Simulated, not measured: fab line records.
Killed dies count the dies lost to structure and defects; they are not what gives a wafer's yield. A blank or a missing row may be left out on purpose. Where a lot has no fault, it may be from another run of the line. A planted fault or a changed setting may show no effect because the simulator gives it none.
Lot-split experiment ; flow n5_finfet ; 7 lots, 21 wafers read, on a route of 1938 steps

ABOUT THE SPLIT
At N5_BEOL_M12_SPUTTER_43 (material TaN, target thk 15 nm, time 24.19 s), the setting power_w was moved away from the recipe's 15000 W on 6 of the 21 wafers read, by -9.2% to +14.2%. The other wafers ran this setting at the recipe's value.

Reading taken at the split's own step.

THE READING
TaN_of_BEOL_M12_SPUTTER_43.thk_nm (the simulator's own value, which no gauge read), in nm, at N5_BEOL_M12_SPUTTER_43 (material TaN, target thk 15 nm, time 24.19 s). The file gives no usual value for it. Across the 15 wafers here that went through the recipe, the average is 14.9 nm and the standard deviation 0.21 nm.

wafer;tool, chamber at the split;power_w as run, W;against the recipe;TaN_of_BEOL_M12_SPUTTER_43.thk_nm, nm;against lot-mates on the recipe
L076.1;pvd_sputter-01, -;15000;recipe;15;-
L076.2;pvd_sputter-01, -;15000;recipe;14.8;-
L076.6;pvd_sputter-01, -;15000;recipe;14.8;-
L082.2;pvd_sputter-01, -;15000;recipe;15.2;-
L082.3;pvd_sputter-01, -;15000;recipe;15.2;-
L082.4;pvd_sputter-01, -;15000;recipe;15.4;-
L089.2;pvd_sputter-02, -;15000;recipe;15;-
L089.3;pvd_sputter-02, -;15000;recipe;15;-
L089.5;pvd_sputter-02, -;14230;-5.1%;14;-1.0
L087.2;pvd_sputter-02, -;15000;recipe;15;-
L087.3;pvd_sputter-02, -;13620;-9.2%;13.6;-1.4
L087.6;pvd_sputter-02, -;13620;-9.2%;13.4;-1.6
L092.1;pvd_sputter-02, -;15000;recipe;14.8;-
L092.6;pvd_sputter-02, -;15000;recipe;14.8;-
L092.3;pvd_sputter-02, -;17130;+14.2%;17;+2.2
L094.1;pvd_sputter-03, -;16550;+10.3%;16.4;+1.8
L094.4;pvd_sputter-03, -;16550;+10.3%;16.4;+1.8
L094.3;pvd_sputter-03, -;15000;recipe;14.6;-
L097.1;pvd_sputter-01, -;15000;recipe;15;-
L097.3;pvd_sputter-01, -;15000;recipe;14.8;-
L097.5;pvd_sputter-01, -;15000;recipe;14.6;-

FIT RESULTS
A straight line over all 21 wafers: TaN_of_BEOL_M12_SPUTTER_43.thk_nm changes by +0.149 nm for each +1% of power_w; r = +0.97; the points scatter about the line by 0.2 nm.
The same after taking each lot's own level away (the mean of its wafers on the recipe; 21 wafers): +0.166 nm for each +1%; r = +0.99; scatter 0.11 nm.
That fit puts the effect of the largest move of power_w on the reading at 2.4 nm.
From 14.60 to 15.27 nm: that is the span of the lots' own levels, equal to 3.1 times the standard deviation above.
So the lot-to-lot level changes the slope: the two fits differ.
Check: +2.43 nm against its lot-mates is what the line predicts for one of the wafers moved furthest among these (+14.2%) when that wafer is left out of the fit. Against them it came out at +2.2 nm.

FURTHER SPLITS ON THESE WAFERS
Before the reading, these wafers also passed through other splits. Each is held against what the fit with the lots' levels taken away leaves over:
other split on the same wafers;wafers away from the commonest value;r with TaN_of_BEOL_M12_SPUTTER_43.thk_nm (lot level and that fit taken away)
N5_BEOL_M9_EXPOSE_25 dose_mj;6;+0.15
N5_BEOL_M10_COAT_63 spin_rpm;7;+0.35
N5_BEOL_M10_COAT_22 spin_rpm;6;-0.01
N5_BEOL_M11_CURE_72 time_s;8;+0.06
N5_BEOL_M12_ETCH_68 time_s;9;+0.00

THE FILE'S OWN FIT
TaN_of_BEOL_M12_SPUTTER_43.thk_nm changes by +0.164 nm for each +1% of power_w, r = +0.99.
